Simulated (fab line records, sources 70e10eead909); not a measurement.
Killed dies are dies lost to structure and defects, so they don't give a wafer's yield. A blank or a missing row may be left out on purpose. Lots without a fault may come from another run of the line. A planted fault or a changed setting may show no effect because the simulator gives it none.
Which tool did it? | flow nand_harc | 6 lots, 18 wafers sampled, at 3 steps of a route of 1302

WHAT THE GAUGES READ, wafer by wafer
NHARC_P_ZERO_WELL_CD_MEAS_52: target cd 2000 nm.
lot  | measured     | on        | cd_nm (nm)
L482 | day 3 17:36  | cd_sem-01 | 1998.2 2000.1 1998.4
L484 | day 4 13:43  | cd_sem-02 | 2001.2 2002.8 2001.3
L487 | day 5 19:55  | cd_sem-03 | 1998.9 1999.5 1998.4
L489 | day 6 15:46  | cd_sem-02 | 1918.2 1915.8 1915.1
L491 | day 7 11:45  | cd_sem-01 | 1996.8 2000.3 1999.5
L499 | day 10 19:31 | cd_sem-01 | 1999.8 2000.8 1999.5

WHICH TOOL RAN EACH LOT (tool, then ch and the chambers of the sampled wafers, then the start)
lot  | NHARC_P_ZERO_WELL_ETCH_62                     | NHARC_P_ZERO_WELL_EXPOSE_49
L482 | rie_diel-06 ch 0,1,2, day 3 14:28 or earlier  | krf_scanner-02 ch 0, day 3 17:27
L484 | rie_diel-01 ch 1,2,3, day 4 10:27 or earlier  | krf_scanner-01 ch 0, day 4 13:34
L487 | rie_diel-01 ch 0,1, day 5 16:42 or earlier    | krf_scanner-02 ch 0, day 5 19:45
L489 | rie_diel-01 ch 0,1,3, day 6 12:34 or earlier  | krf_scanner-03 ch 0, day 6 15:37
L491 | rie_diel-01 ch 0,1,2, day 7 08:35 or earlier  | krf_scanner-02 ch 0, day 7 11:35
L499 | rie_diel-01 ch 0,1,3, day 10 16:29 or earlier | krf_scanner-01 ch 0, day 10 19:21
- NHARC_P_ZERO_WELL_ETCH_62: etches the open film in CHF3/Ar, target depth 13 nm, time 6.5 s.
- NHARC_P_ZERO_WELL_EXPOSE_49: exposes mask P HVPW, target cd 2000 nm.

THE ANSWER, worked out from the rows above alone
Rule: what is usual is taken from the lots themselves. Put in order of their means at a reading, lots are off if they are a third of the lots or fewer, leave a main group of 4 or more, and stand apart from it by a gap of 3 or more times the standard deviation of the main group's means; of several such gaps the widest counts. A main group whose means are all the same, to the digits that the tables above print for the reading, isn't used. A lot without any number at a reading at which 4 lots or more have one is off too. The other lots that the step has rows for count as sound.
Off: L489, at NHARC_P_ZERO_WELL_CD_MEAS_52 (cd_nm). The main group: mean 1999.7 nm, standard deviation 1.1.
A tool fits if, at a process step before that reading, it ran every lot that is off, and no sound lot after the first of them. The gauges at NHARC_P_ZERO_WELL_CD_MEAS_52 are tried like those tools. NHARC_P_ZERO_WELL_ETCH_62 gives no start for some lots, so the hours and the order of its lots are those of NHARC_P_ZERO_WELL_CD_MEAS_24. Can't be told from this: 2 tools fit, krf_scanner-03 at NHARC_P_ZERO_WELL_EXPOSE_49, cd_sem-02 at NHARC_P_ZERO_WELL_CD_MEAS_52.

WHAT THE SIMULATOR HAD PUT IN
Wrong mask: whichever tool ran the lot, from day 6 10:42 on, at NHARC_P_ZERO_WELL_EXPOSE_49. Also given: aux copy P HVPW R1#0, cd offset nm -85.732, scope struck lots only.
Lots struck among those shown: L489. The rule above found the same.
